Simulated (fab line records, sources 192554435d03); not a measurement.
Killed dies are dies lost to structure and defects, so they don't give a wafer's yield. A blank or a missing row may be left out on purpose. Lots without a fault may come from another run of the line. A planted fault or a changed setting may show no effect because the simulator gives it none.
Chamber matching | flow n5_finfet | N5_MOL_CONTACT_COAG_CMP_28 on cmp-01: 4 sister chambers
The step polishes, stops on SiNx, t overpolish 0.85 s, target thk 14.522 nm. 8 wafers are shown with their chamber, then 9 later ones without.

WAFERS WITH THEIR CHAMBER
wafer  | chamber | motor_current_A (A) | time_to_endpoint_s (s)
L080.1 | 2       | 10.8                | 5
L080.3 | 0       | 12.0                | 2
L081.6 | 2       | 10.5                | 4
L083.1 | 0       | 12.9                | 0
L083.5 | 1       | 11.9                | 7
L085.2 | 3       | 12.7                | 7
L085.4 | 1       | 11.5                | 5
L085.5 | 3       | 13.0                | 5

WAFERS WITHOUT THEIR CHAMBER
wafer  | motor_current_A (A) | time_to_endpoint_s (s)
L086.2 | 12.5                | 2
L086.3 | 10.5                | 0
L086.6 | 11.7                | 6
L091.2 | 11.6                | 9
L091.5 | 10.5                | 5
L091.6 | 12.1                | 4
L094.3 | 10.9                | 3
L094.4 | 12.1                | 5
L094.6 | 12.3                | 2

WHICH CHAMBER EACH WENT THROUGH
wafer  | from the rows above               | in truth
L086.2 | 0                                 | 0
L086.3 | can't be placed: 2 or 0           | 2
L086.6 | 1                                 | 1
L091.2 | can't be placed: 1 or 3 or 2      | 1
L091.5 | 2                                 | 2
L091.6 | can't be placed: 1 or 3 or 0 or 2 | 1
L094.3 | can't be placed: 2 or 1           | 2
L094.4 | can't be placed: 1 or 3 or 0      | 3
L094.6 | 0                                 | 0
Placed correctly: 4 of 9. Can't be placed from these rows: 5 (the true chamber is among the candidates in 5). Placed wrongly: 0.
How it was worked out, from the rows above alone: a wafer's distance from a chamber is the root of the sum, over the readings, of the square of ((its reading less the chamber's mean) divided by the reading's scatter). The wafer belongs to the nearest chamber; if the next one is less than 2 further off, it can't be placed. A chamber's mean is the mean of its shown wafers. The scatter: the root of (the sum of the squares of (reading less its chamber's mean) over the shown wafers, divided by (wafers less chambers)).
